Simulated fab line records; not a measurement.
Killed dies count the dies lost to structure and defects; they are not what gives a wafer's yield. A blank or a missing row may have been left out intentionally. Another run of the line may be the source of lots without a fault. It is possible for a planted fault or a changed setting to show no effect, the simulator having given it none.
A lot that was struck, set against a sound lot | flow nand_harc | 23 steps out of a route of 1159
Sound: these wafers, L874.2, L874.4, L874.5. The struck wafers were L872.2, L872.5, L872.6. The cause is named last.
At each step with rows: each side's tool, then ch and its chambers, then its first start. Under that, the readings that differ: sound wafers | struck wafers | difference of the means | sigmas: that difference in standard deviations of wafers without a fault.
alike: readings with means less than 2 such deviations apart, plus words and numbers identical on both sides. not compared: withheld readings, readings lacking a value on some wafer, bounds such as >300 that could conceal the same value, and numbers that have no deviation in the record and whose values overlap.
Wherever a step has rows on one side only, a row that says differs or no value, or a row with sigmas, the two part there. When numbers do not overlap yet have no deviation, they are printed without sigmas and do not part them. A reading that every wafer of one side lacks parts them only if that side has two wafers or more.

NHARC_P_M0_INSPECT_27:
  sound on defect_inspect-01 at day 9 15:24; struck on defect_inspect-02 at day 8 08:46
  reading          | sound       | struck      | difference | sigmas
  raw_defect_count | 191 142 197 | 467 457 634 | +343       | +3
NHARC_P_M0_PRE_CLEAN_31: time 12 s.
  sound on pecvd-02 ch 1,2, day 9 15:29; struck on pecvd-02 ch 0,1,2, day 8 08:51
  alike: heater_power_w
NHARC_P_M0_DEP_32: deposits SiCN, target thk 30 nm.
  sound on pecvd-02 ch 1,2, day 9 15:35; struck on pecvd-02 ch 0,1,2, day 8 08:59
  alike: heater_power_w
then, 8 steps without rows for these wafers: NHARC_P_M1_DEP_00 (deposits SiOC, target thk 182.5 nm); NHARC_P_M1_DEHYDRATE_01 (time 120 s); NHARC_P_M1_HMDS_02 (time 30 s); NHARC_P_M1_COAT_34 (time 65 s); NHARC_P_M1_COAT_03 (resist thk 90 nm); NHARC_P_M1_SOFTBAKE_04 (time 55 s); NHARC_P_M1_EBR_05; NHARC_P_M1_EXPOSE_06 (exposes mask P M1, target cd 130 nm).
NHARC_P_M1_PEB_07: peb time 65 s.
  sound on litho_track-06 ch 0, day 9 16:37; struck on litho_track-01 ch 0, day 8 09:56
  reading                  | sound              | struck               | difference | sigmas
  heater_power_total_W (W) | 156.0 156.1 156.8  | 178.8 178.9 178.5    | +22.4      | +51
  plate_temp_C (C)         | 99.87 100.15 99.90 | 110.15 110.24 110.45 | +10.31     | +79
then, 1 step without rows for these wafers: NHARC_P_M1_DEVELOP_08 (develop time 35 s).
NHARC_P_M1_CD_MEAS_09: target cd 130 nm.
  sound on cd_sem-02 ch 0, day 9 16:41; struck on cd_sem-03 ch 0, day 8 10:01
  reading    | sound             | struck            | difference | sigmas
  cd_nm (nm) | 129.8 129.7 129.2 | 152.7 152.9 153.0 | +23.3      | +36
NHARC_P_M1_OVL_MEAS_10: pitch 260 nm.
  sound on overlay-02 at day 9 16:47; struck on overlay-02 at day 8 10:07
  alike: overlay_x_nm, overlay_y_nm
NHARC_P_M1_INSPECT_11:
  sound on defect_inspect-01 at day 9 16:49; struck on defect_inspect-01 at day 8 10:09
  alike: raw_defect_count
NHARC_P_M1_DESCUM_14: chemistry O2, time 3 s.
  sound on rie_diel-10 ch 0,3, day 9 16:53; struck on rie_diel-08 ch 0,3, day 8 10:13
  reading                         | sound           | struck            | difference | sigmas
  showerhead_plenum_p_Torr (Torr) | 1.81 1.84 1.81  | 2.06 2.06 2.00    | +0.22      | +3
  model.P_M1.cd_nm (nm)           | 130.1 130 129.6 | 153.1 153.1 152.8 | +23.1      |
  alike: drypump_motor_current_A, oes_product_au, rf_vpp_V, throttle_valve_pct
  not compared: rf_hours_counter_h
NHARC_P_M1_ETCH_35: etches the open film in N2/H2, target depth 40 nm, overetch 12 nm, time 43.94 s.
  sound on rie_diel-10 ch 0,1,3, day 9 16:58; struck on rie_diel-08 ch 0,1,3, day 8 10:19
  alike: drypump_motor_current_A, n2_flow_sccm, oes_product_au, rf_vpp_V, showerhead_plenum_p_Torr, throttle_valve_pct
  not compared: rf_hours_counter_h
NHARC_P_M1_ETCH_15: etches the open film in C4F8/Ar, target depth 182.5 nm, time 91.2 s.
  sound: rie_diel-10 ch 1,2,3; struck: rie_diel-08 ch 0,1,2
  alike: oes_product_au, rf_vpp_V
  not compared: rf_hours_counter_h
NHARC_P_M1_CD_MEAS_16:
  sound on cd_sem-01 at day 9 17:11; struck on cd_sem-03 at day 8 10:31
  reading    | sound             | struck            | difference | sigmas
  cd_nm (nm) | 130.1 129.8 129.6 | 153.1 152.4 153.5 | +23.2      | +29
NHARC_P_M1_STRIP_18: strips in N2/H2.
  sound on rie_diel-08 ch 0,1, day 9 17:16; struck on rie_diel-08 ch 0,2,3, day 8 10:38
  alike: drypump_motor_current_A, n2_flow_sccm, oes_product_au, rf_vpp_V, showerhead_plenum_p_Torr, throttle_valve_pct
  not compared: rf_hours_counter_h
NHARC_P_M1_ETCH_28: etches the open film in CF4/N2, target depth 30 nm, time 72.99 s.
  sound: rie_diel-08 ch 0,1,3; struck: rie_diel-08 ch 1,2,3
  reading               | sound             | struck            | difference | sigmas
  model.P_M1.cd_nm (nm) | 130.1 129.8 129.7 | 152.9 152.9 153.6 | +23.3      |
  alike: drypump_motor_current_A, n2_flow_sccm, oes_product_au, rf_vpp_V, showerhead_plenum_p_Torr, throttle_valve_pct
  not compared: rf_hours_counter_h
then, 1 step without rows for these wafers: NHARC_P_M1_STRIP_19 (strips in post etch residue remover, time 600 s).

WHERE THEY PART
Earliest at NHARC_P_M0_INSPECT_27; latest, in this record, at NHARC_P_M1_CD_MEAS_16. Later steps at which nothing parts them and some readings are alike: NHARC_P_M1_STRIP_18, NHARC_P_M1_ETCH_28.

WHY: whatever the simulator had introduced
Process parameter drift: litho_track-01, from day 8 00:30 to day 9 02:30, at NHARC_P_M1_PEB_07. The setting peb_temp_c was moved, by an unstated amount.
